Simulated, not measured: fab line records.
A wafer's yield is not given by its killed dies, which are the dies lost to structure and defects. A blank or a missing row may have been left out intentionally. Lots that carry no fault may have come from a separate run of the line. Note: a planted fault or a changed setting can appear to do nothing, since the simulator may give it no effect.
fab line records    flow nandHarc
[record] lots = 6  wafers = 18  lastDay = 30
route steps=1302 shown A_WL_FILL@973 A_CONTACT@983 END@1302
lots untouched by any fault: they come from a run of this same line in which no faults occurred
startH: the number of hours between the record's first day and the start of the first shown wafer of the lot    waitH: hours from the lot's prior step to this one    " unchanged from the row above    L1.1+2: several wafers, shown together as one row    - value missing, or start not given    * or withheld: withheld    < > ~ a bound
route shown NAME@n: names a module that has steps shown in the file, with the first one's number in the route    usual: mean and standard deviation over wafers with no fault    same: alike in all rows    chamber/n: place in a boat    sites: each site's reading    _std_site: their standard deviation    _edge_site: mean of outer sites minus mean of inner sites    radiusMm: how far each site lies from the wafer's centre    mask NAME#n: copy n    behind: the most recent tool/chamber to have shaped the wafer    hold: why the lot went on hold/how many hours it stayed there/how the hold came to an end    device: whichever transistor did not switch (one of n, p or np)    end of line: tests run on the same wafers once the route is complete    a step with no rows: only its recipe    killed: dies lost to structure and defects at the first sort, not the wafer's yield    map: the dies of a wafer, with x for killed, . for not killed, _ for no die there
set.NAME: the run value of the setting; set.NAME@STEP: its run value at that earlier step    model.NAME: the simulator's own value behind a step, which no gauge read
lots at selected steps of the route; one table per step, one row per wafer
services: the hour from which a tool's chamber was out of use, counted from the record's first day as startH (under 0 if before that day), plus the number of hours and why
[[steps]]
[step NHARC_A_WL_FILL_PRECLEAN_30]
[recipe] timeS = 10  chemistry = dHF
[step NHARC_A_WL_FILL_SRD_14]
[step NHARC_A_WL_FILL_ALD_19]
[recipe] targetThkA = 20  pulseTimeS = 3  aldCycles = 100  tempC = 450  material = TiN
[usual] heaterPowerW = 1121/130  precursorPulseHeightRel = 1.001/0.019
lot.wafer  tool         chamber  startH  waitH  heaterPowerW  precursorPulseHeightRel
L803.3     aldMetal-02  0        492.76  0.1    1169          0.985
L803.2     "            3        "       "      1153          1.015
L803.5     "            0        "       "      1222          1.012
L805.4     aldMetal-02  2        517.23  0.1    1127          0.967
L805.6     "            0        "       "      1238          0.976
L805.5     "            1        "       "      1058          1.003
L813.1     aldMetal-03  0        587.00  0.1    896           1.033
L813.2     "            1        "       "      1353          0.975
L813.6     "            1        "       "      1318          1.008
L814.1     aldMetal-04  0        601.98  0.1    1218          0.977
L814.3     "            1        "       "      942           1.008
L814.5     "            1        "       "      945           0.975
L815.2     aldMetal-04  1        605.74  0.1    948           1.017
L815.1     "            0        "       "      1163          1.013
L815.5     "            1        "       "      972           1.005
L818.2     aldMetal-03  2        621.92  0.1    1092          1.036
L818.5     "            1        "       "      1364          0.972
L818.6     "            2        "       "      1110          0.999
[step NHARC_A_WL_FILL_CVD_20]
[recipe] targetThkA = 1000  tempC = 400  pressureTorr = 40  wf6FlowSccm = 40  h2FlowSccm = 1600  arFlowSccm = 1560  timeS = 74  material = W
[usual] heaterPowerW = 859/71  throttleValvePct = 8.1/0.37
[same] timeS = 74
lot.wafer  tool     chamber  startH  waitH  heaterPowerW  throttleValvePct
L803.2     cvdW-02  1        -       -      902           8.4
L803.3     "        0        "       "      920           7.3
L803.5     "        1        "       "      893           8.4
L805.4     cvdW-02  0        -       -      894           7.8
L805.5     "        1        "       "      879           8.2
L805.6     "        0        "       "      893           7.4
L813.1     cvdW-02  0        -       -      921           7.6
L813.2     "        1        "       "      906           8.4
L813.6     "        0        "       "      924           7.6
L814.1     cvdW-02  1        -       -      889           8.3
L814.3     "        0        "       "      902           7.7
L814.5     "        0        "       "      906           7.8
L815.1     cvdW-02  1        -       -      886           8.1
L815.2     "        0        "       "      913           7.6
L815.5     "        1        "       "      895           8.1
L818.2     cvdW-02  0        -       -      906           7.6
L818.6     "        0        "       "      935           7.5
L818.5     "        1        "       "      877           8.5
[step NHARC_A_WL_FILL_CMP_12]
[recipe] tOverpolishS = 30  targetThkNm = 100
[usual] motorCurrentA = 12.1/0.63  overpolishRunS = 29.999/0.0084  slurryFlowMlMin = 150.0/0.53  timeToEndpointS = 21.2/2.8
lot.wafer  tool    chamber  startH  waitH  motorCurrentA  overpolishRunS  slurryFlowMlMin  timeToEndpointS
L803.3     cmp-01  1        493.18  0.1    12.2           29.995          150.3            22.6
L803.2     "       2        "       "      11.5           29.993          150.2            17.7
L803.5     "       0        "       "      11.2           30.000          150.6            14.7
L805.4     cmp-04  0        517.62  0.1    12.6           30.009          149.5            18.3
L805.5     "       2        "       "      12.8           30.003          150.4            18.5
L805.6     "       3        "       "      11.9           29.997          149.6            23.2
L813.2     cmp-01  1        587.43  0.2    11.6           30.005          150.2            24.0
L813.1     "       2        "       "      11.8           29.999          149.9            22.7
L813.6     "       0        "       "      11.6           29.986          150.2            17.1
L814.3     cmp-01  3        602.35  0.1    12.7           30.005          149.7            20.6
L814.1     "       0        "       "      11.1           30.000          150.1            14.5
L814.5     "       3        "       "      11.8           30.003          150.1            20.3
L815.2     cmp-02  2        606.14  0.2    11.6           29.998          150.7            25.1
L815.1     "       3        "       "      12.0           29.996          150.1            24.1
L815.5     "       1        "       "      12.3           29.993          148.3            20.0
L818.2     cmp-04  2        622.46  0.2    12.0           30.009          151.0            22.4
L818.5     "       0        "       "      11.5           30.013          149.5            21.7
L818.6     "       1        "       "      13.3           29.996          149.8            25.4
[step NHARC_A_WL_FILL_SRD_31]
[step NHARC_A_WL_FILL_INSPECT_15]
[usual] rawDefectCount = 443/110
lot.wafer  tool              chamber  startH  waitH  rawDefectCount
L803.2     defectInspect-01  -        493.62  0.0    373
L803.3     "                 -        "       "      473
L803.5     "                 -        "       "      482
L805.4     defectInspect-01  -        518.04  0.0    358
L805.5     "                 -        "       "      309
L805.6     "                 -        "       "      397
L813.1     defectInspect-02  -        587.84  0.0    394
L813.2     "                 -        "       "      419
L813.6     "                 -        "       "      665
L814.1     defectInspect-02  -        602.84  0.0    295
L814.3     "                 -        "       "      305
L814.5     "                 -        "       "      245
L815.1     defectInspect-01  -        606.60  0.0    441
L815.2     "                 -        "       "      456
L815.5     "                 -        "       "      409
L818.2     defectInspect-02  -        622.88  0.0    509
L818.5     "                 -        "       "      362
L818.6     "                 -        "       "      582
[step NHARC_A_CONTACT_DEP_24]
[recipe] targetThkA = 5000  tempC = 400  pressureTorr = 6.5  rfW = 900  teosFlowSccm = 161.4  flowSccm = 2650  targetThkNm = 500  gas = O2  material = SiO2
[usual] heaterPowerW = 525/130  showerheadVppV = 1827/120  throttleValvePct = 16.0/0.4
lot.wafer  tool      chamber  startH  waitH  heaterPowerW  showerheadVppV  throttleValvePct
L803.3     pecvd-04  1        493.69  0.1    846           1807            15.7
L803.2     "         0        "       "      606           1977            15.7
L803.5     "         1        "       "      869           1832            15.8
L805.6     pecvd-03  1        518.29  0.2    410           1671            16.3
L805.5     "         2        "       "      661           1947            16.9
L805.4     "         0        "       "      456           1738            16.3
L813.2     pecvd-03  0        587.91  0.1    442           1759            16.1
L813.1     "         2        "       "      613           1958            16.5
L813.6     "         1        "       "      417           1679            15.5
L814.3     pecvd-01  1        602.91  0.1    636           1718            16.0
L814.1     "         2        "       "      354           1943            16.0
L814.5     "         0        "       "      483           1778            16.0
L815.2     pecvd-01  0        606.67  0.1    584           1780            16.0
L815.1     "         1        "       "      505           1714            16.2
L815.5     "         0        "       "      619           1798            15.9
L818.2     pecvd-03  2        622.94  0.1    617           1971            16.9
L818.5     "         2        "       "      696           1974            16.4
L818.6     "         1        "       "      462           1693            15.4
[step NHARC_A_CONTACT_DEP_28]
[recipe] targetThkA = 70000  tempC = 400  material = aC
[usual] throttleValvePct = 34.999/0.0084
lot.wafer  tool       chamber  startH  waitH  throttleValvePct
L803.2     aclDep-01  0        500.42  6.2    35.001
L803.3     "          0        "       "      35.018
L803.5     "          0        502.54  8.3    35.011
L805.4     aclDep-01  0        520.81  2.2    34.995
L805.5     "          0        "       "      34.981
L805.6     "          0        "       "      34.996
L813.1     aclDep-01  0        588.87  0.4    35.009
L813.2     "          0        "       "      35.005
L813.6     "          0        592.39  3.9    34.990
L814.1     aclDep-01  0        603.82  0.4    35.005
L814.3     "          0        605.24  1.8    35.002
L814.5     "          0        606.66  3.2    35.000
L815.1     aclDep-03  0        607.67  0.4    34.999
L815.2     "          0        "       "      35.001
L815.5     "          0        610.52  3.3    34.979
L818.2     aclDep-03  0        624.71  1.0    34.992
L818.5     "          0        626.84  3.2    34.984
L818.6     "          0        "       "      34.985
[step NHARC_A_CONTACT_DEP_29]
[recipe] targetThkA = 1000  targetThkNm = 100  tempC = 400  pressureTorr = 3.5  flowSccm = 200  rfW = 350  material = SiON
[usual] heaterPowerW = 735/130  showerheadVppV = 1144/74
lot.wafer  tool      chamber  startH  waitH  heaterPowerW  showerheadVppV
L803.3     pecvd-03  1        504.03  2.2    678           1040
L803.2     "         2        "       "      877           1217
L803.5     "         0        "       "      607           1084
L805.4     pecvd-03  1        523.07  1.6    651           1043
L805.5     "         0        "       "      688           1082
L805.6     "         1        "       "      674           1029
L813.2     pecvd-03  0        593.15  2.9    721           1105
L813.1     "         1        "       "      648           1037
L813.6     "         1        "       "      672           1063
L814.1     pecvd-01  0        608.11  3.6    814           1117
L814.3     "         1        "       "      718           1073
L814.5     "         2        "       "      532           1197
L815.1     pecvd-03  1        611.97  3.6    613           1052
L815.2     "         0        "       "      601           1087
L815.5     "         2        "       "      807           1217
L818.2     pecvd-01  1        628.31  2.9    714           1059
L818.5     "         1        "       "      733           1076
L818.6     "         2        "       "      585           1199
[step NHARC_A_CONTACT_DEHYDRATE_32]
[recipe] tempC = 150  timeS = 120
[step NHARC_A_CONTACT_HMDS_33]
[recipe] timeS = 30
[step NHARC_A_CONTACT_COAT_34]
[recipe] tempC = 260  timeS = 75
[step NHARC_A_CONTACT_COAT_35]
[recipe] tempC = 225  timeS = 65
[step NHARC_A_CONTACT_COAT_36]
[recipe] spinRpm = 1500  resistThkNm = 90
[step NHARC_A_CONTACT_SOFTBAKE_37]
[recipe] tempC = 105  timeS = 55
[step NHARC_A_CONTACT_EBR_38]
[step NHARC_A_CONTACT_EXPOSE_39]
[recipe] na = 1.35  sigmaOuter = 0.8  doseMj = 58.79  maskId = A_CC_3
[step NHARC_A_CONTACT_PEB_40]
[recipe] pebTempC = 100  pebTimeS = 65
[step NHARC_A_CONTACT_DEVELOP_41]
[recipe] developTimeS = 35  devTempC = 23
[step NHARC_A_CONTACT_CD_MEAS_42]
[recipe] targetCdNm = 300  landingEnergyEv = 500
[usual] cdNm = 300.1/0.63
lot.wafer  tool      chamber  startH  waitH  cdNm
L803.2     cdSem-01  0        504.60  -      300.4
L803.3     "         0        "       "      301.0
L803.5     "         0        "       "      299.3
L805.4     cdSem-03  0        523.75  -      299.4
L805.5     "         0        "       "      299.9
L805.6     "         0        "       "      299.6
L813.1     cdSem-03  0        593.72  -      299.5
L813.2     "         0        "       "      301.2
L813.6     "         0        "       "      299.5
L814.1     cdSem-02  0        608.83  -      300.8
L814.3     "         0        "       "      299.8
L814.5     "         0        "       "      300.8
L815.1     cdSem-03  0        612.70  -      299.8
L815.2     "         0        "       "      298.9
L815.5     "         0        "       "      301.4
L818.2     cdSem-02  0        629.00  -      300.9
L818.5     "         0        "       "      299.6
L818.6     "         0        "       "      300.3
[step NHARC_A_CONTACT_OVL_MEAS_43]
[usual] overlayXNm = 0.1/0.9  overlayYNm = 0.0/0.89
lot.wafer  tool        chamber  startH  waitH  overlayXNm  overlayYNm
L803.2     overlay-02  -        504.68  -      1.0         -0.8
L803.3     "           -        "       "      0.3         -1.1
L803.5     "           -        "       "      0.8         -0.6
L805.4     overlay-02  -        523.84  -      0.6         0.7
L805.5     "           -        "       "      -0.2        0.8
L805.6     "           -        "       "      0.1         1.1
L813.1     overlay-02  -        593.80  -      0.2         0.0
L813.2     "           -        "       "      -0.3        -0.3
L813.6     "           -        "       "      0.0         -0.3
L814.1     overlay-02  -        608.92  -      0.0         0.7
L814.3     "           -        "       "      0.3         1.1
L814.5     "           -        "       "      0.0         1.1
L815.1     overlay-01  -        612.79  -      -0.2        0.3
L815.2     "           -        "       "      -0.1        -0.6
L815.5     "           -        "       "      -0.6        -0.4
L818.2     overlay-02  -        629.09  -      0.1         1.2
L818.5     "           -        "       "      -0.6        0.8
L818.6     "           -        "       "      -0.3        1.7
[step NHARC_A_CONTACT_INSPECT_44]
[usual] rawDefectCount = 75/38
lot.wafer  tool              chamber  startH  waitH  rawDefectCount
L803.2     defectInspect-02  -        504.72  0.0    55
L803.3     "                 -        "       "      58
L803.5     "                 -        "       "      62
L805.4     defectInspect-01  -        523.87  0.0    30
L805.5     "                 -        "       "      25
L805.6     "                 -        "       "      24
L813.1     defectInspect-01  -        593.84  0.0    832
L813.2     "                 -        "       "      847
L813.6     "                 -        "       "      863
L814.1     defectInspect-01  -        608.95  0.0    875
L814.3     "                 -        "       "      881
L814.5     "                 -        "       "      849
L815.1     defectInspect-01  -        612.82  0.0    92
L815.2     "                 -        "       "      93
L815.5     "                 -        "       "      77
L818.2     defectInspect-01  -        629.12  0.0    93
L818.5     "                 -        "       "      89
L818.6     "                 -        "       "      80
[step NHARC_A_CONTACT_DESCUM_47]
[recipe] timeS = 3  o2FlowSccm = 200  arFlowSccm = 0  biasPowerW = 0  chemistry = O2
[step NHARC_END_SORT_01]
[recipe] tempC = 25
[usual] killedAtArray = 47/18  killedAtOther = 0.9/1.1  killedAtPeriphery = 4/3.1  killedDies = 52/18  killedOpen = 3.1/1.5  killedShort = 2.4/1.5
[same] grossDies = 677
lot.wafer  tool       chamber  startH  waitH  killedAtArray  killedAtOther  killedAtPeriphery  killedDies  killedOpen  killedShort
L803.2     prober-02  0        577.36  2.8    39             2              7                  48          5           1
L803.3     prober-02  0        578.15  3.1    38             1              4                  43          3           1
L803.5     prober-02  0        579.72  3.7    45             0              9                  54          3           3
L813.1     prober-01  0        663.13  2.5    148            2              4                  154         2           4
L813.2     prober-01  0        663.94  2.8    139            0              8                  147         3           1
L813.6     prober-01  0        667.17  4.0    140            1              7                  148         2           4
L814.1     prober-01  0        685.22  2.5    128            0              0                  128         3           3
L814.3     prober-01  0        686.83  3.1    129            2              1                  132         3           4
L814.5     prober-01  0        688.43  3.7    122            0              0                  122         3           1
L815.1     prober-02  0        685.26  2.5    50             1              2                  53          4           1
L815.2     prober-02  0        686.06  2.8    55             1              3                  59          4           2
// killed by level:class
L803.2 A_SLIT:chamberFilmFlake=15 A_CHANNEL_HOLE_D2:chamberFilmFlake=6 P_CONTACT:chamberFilmFlake=5 A_STAIRCASE:chamberFilmFlake=5 A_CONTACT:chamberFilmFlake=5 A_WL_FILL:chamberFilmFlake=4 STARTING-WAFER:geometricParticle:open=2 P_STI:geometricParticle:open=1
L803.3 A_SLIT:chamberFilmFlake=21 A_STAIRCASE:chamberFilmFlake=5 A_CHANNEL_HOLE_D2:chamberFilmFlake=4 P_CONTACT:chamberFilmFlake=3 A_WL_FILL:chamberFilmFlake=2 A_CONTACT:chamberFilmFlake=2 A_ONON_D1:geometricParticle:short=1 A_DECK1_JOINT:geometricParticle:open=1
L803.5 A_SLIT:chamberFilmFlake=20 A_WL_FILL:chamberFilmFlake=6 P_CONTACT:chamberFilmFlake=5 A_STAIRCASE:chamberFilmFlake=5 A_CHANNEL_HOLE_D1:chamberFilmFlake=3 A_CONTACT:chamberFilmFlake=3 A_CHANNEL_HOLE_D2:chamberFilmFlake=2 A_M0:chamberFilmFlake=2
L813.1 A_CONTACT:unspecified=102 A_SLIT:chamberFilmFlake=22 A_CHANNEL_HOLE_D1:chamberFilmFlake=7 P_ZERO_WELL:chamberFilmFlake=3 A_STAIRCASE:chamberFilmFlake=3 A_ONON_D1:geometricParticle:short=2 A_ZERO_WELL:chamberFilmFlake=2 A_DECK1_JOINT:chamberFilmFlake=2
L813.2 A_CONTACT:unspecified=96 A_SLIT:chamberFilmFlake=23 A_STAIRCASE:chamberFilmFlake=7 A_CHANNEL_HOLE_D1:chamberFilmFlake=5 P_GATE:chamberFilmFlake=3 A_CONTACT:chamberFilmFlake=3 P_ZERO_WELL:chamberFilmFlake=2 P_M0:geometricParticle:open=1
L813.6 A_CONTACT:unspecified=95 A_SLIT:chamberFilmFlake=23 A_STAIRCASE:chamberFilmFlake=6 A_CHANNEL_HOLE_D1:chamberFilmFlake=4 A_CONTACT:chamberFilmFlake=4 A_ONON_D1:geometricParticle:short=2 A_ONON_D1:geometricParticle:open=2 P_STI:chamberFilmFlake=2
L814.1 A_CONTACT:unspecified=95 A_CHANNEL_HOLE_D2:chamberFilmFlake=13 A_CHANNEL_HOLE_D1:chamberFilmFlake=5 A_WL_FILL:chamberFilmFlake=3 A_STAIRCASE:chamberFilmFlake=2 A_CONTACT:chamberFilmFlake=2 A_ONON_D1:geometricParticle:short=1 A_CHANNEL_FILL_D1:geometricParticle:short=1
L815.1 A_CHANNEL_HOLE_D1:chamberFilmFlake=15 A_CHANNEL_HOLE_D2:chamberFilmFlake=14 A_SLIT:chamberFilmFlake=7 A_CONTACT:chamberFilmFlake=5 A_CHANNEL_FILL_D1:geometricParticle:open=2 A_CHANNEL_FILL_D2:chamberFilmFlake=2 P_M0:geometricParticle:short=1 A_ONON_D2:geometricParticle:open=1
L815.2 A_CHANNEL_HOLE_D2:chamberFilmFlake=24 A_CHANNEL_HOLE_D1:chamberFilmFlake=16 A_DECK1_JOINT:chamberFilmFlake=3 A_STAIRCASE:chamberFilmFlake=3 A_SLIT:chamberFilmFlake=2 P_GATE:geometricParticle:open=1 A_ONON_D1:geometricParticle:short=1 A_DECK1_JOINT:geometricParticle:open=1
L814.3 A_CONTACT:unspecified=101 A_CHANNEL_HOLE_D2:chamberFilmFlake=12 A_CHANNEL_HOLE_D1:chamberFilmFlake=3 A_CHANNEL_FILL_D1:geometricParticle:short=2 A_BLC:geometricParticle:open=2 A_SLIT:chamberFilmFlake=2 A_CONTACT:chamberFilmFlake=2 THIN_TSV:chamberFilmFlake=2
L814.5 A_CONTACT:unspecified=94 A_CHANNEL_HOLE_D2:chamberFilmFlake=14 A_CHANNEL_HOLE_D1:chamberFilmFlake=2 A_DECK1_JOINT:chamberFilmFlake=2 A_SLIT:chamberFilmFlake=2 A_ONON_D1:geometricParticle:open=1 A_CHANNEL_FILL_D1:geometricParticle:open=1 A_ONON_D2:geometricParticle:short=1
// map L813.1 (x killed, . not)
____________.____________
_________......._________
_______..........._______
______.....x.......______
_____..............._____
____.................____
____.x...............____
___...................___
___...................___
__.........x......xxx..__
__..............x......__
_........x.............._
_......................._
_......................._
_.....x.x..x..x........._
_.....xx.xx............._
.....xxx.xx..............
.....xxxxxxx............x
....xxxxxxxxxx...........
x...xxxxxxxxx............
....xxxxxxxx.............
_.x.xxxxxxxxx..x.....x.._
_...xxxxxxxxxx........x._
_.x.xxxxxxxx............_
_...xxxxxxxx.....xx.x..x_
_...xxxxxxxxx........x.._
__...xxxxxxx.x.....x..x__
__....xxx..........xxxx__
___....x.x..x....xx..x___
___......x........xxxx___
____..x......x...x.xx____
____..xxx...........x____
_____.xx...........x_____
______.x........x..______
_______x.........._______
_________......._________
____________.____________
// map L814.3 (x killed, . not)
____________.____________
_________......._________
_______..........._______
______.............______
_____..............._____
____.................____
____...............x.____
___.....x.............___
___...................___
__.....................__
__.....................__
_...........x.....x.x..._
_......................._
_......................._
_.......x..x............_
_.....xxx.x............._
.....xxxxxx..............
.....xxxxxxx.............
...x.xxxxxxxx............
..x.xxxxxxxx.............
x..xxxxxxxxxx...x........
_...xxxxxxxxx..........._
_...xxxxxxxxx..........._
_..xxxxxxxxxx..........._
_..xxxxxxxxx............_
_....xxxxxxx.x.........._
__....xxxxx............__
__.....x.x.............__
___...xxxxx..........x___
___x.x...x..x.......x.___
____...............x.____
____...xx............____
_____x.xxx..x......._____
______xx.x.........______
_______x.x........_______
_________xx....._________
____________.____________
[[services]]
tool         chamber  startH  hours  kind
pecvd-03     1        472.82  5.9    repair
aldMetal-04  -        474.00  10.0   pm
cmp-01       -        479.73  4.0    pm
aclDep-03    -        481.51  13.0   pm
pecvd-01     -        492.04  13.0   pm
pecvd-04     -        495.41  0.8    repair
cmp-04       -        512.11  4.0    pm
aldMetal-04  3        515.93  25.3   repair
cmp-02       -        517.30  2.3    repair
pecvd-03     2        520.21  4.9    repair
cmp-04       -        525.35  3.0    repair
pecvd-03     -        547.13  13.0   pm
aclDep-01    -        554.86  13.0   pm
aldMetal-03  -        568.00  10.0   pm
cmp-01       -        569.85  1.3    repair
cmp-01       -        577.73  4.0    pm
aldMetal-02  0        580.11  23.8   repair
aldMetal-04  -        586.65  1.7    repair
aldMetal-02  3        591.38  3.7    repair
cmp-04       -        600.14  1.1    repair
aldMetal-02  -        610.00  10.0   pm
cmp-04       -        610.11  4.0    pm
pecvd-03     0        613.93  14.7   repair
aldMetal-03  -        625.92  0.9    repair
[[key]]
[firstSign] step = NHARC_A_CONTACT_INSPECT_44  reading = rawDefectCount  direction = up  sigmas = 21  usual = 75  struck = 858
[effect] step = NHARC_END_SORT_01  reading = killedAtArray  direction = up  sigmas = 4.9  usual = 47  struck = 134
[moreKillsBornAt] NHARC_A_CONTACT_DEP_28@aclDep-01 = 583
metAt NHARC_A_CONTACT_DEP_28
struckWafers L813.1,L813.2,L813.6,L814.1,L814.3,L814.5
testerLeftOut L813,L814
onsetBetween 520.81 588.87
alsoFits NHARC_A_WL_FILL_CMP_12:cmp-01
[fault] kind = chamberParticleSource  tool = aclDep-01  chamber = -  onsetH = 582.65  steps = NHARC_A_CONTACT_DEP_28  ratePerVisitCm2 = 1.2519  endH = 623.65
// testerLeftOut: of these lots the tester's yield and bins aren't shown, on N5 and GAA mostly nor the transistor test; their killed dies are dies lost to structure and defects alone, not to doping, threshold or leakage, so they don't give the yield
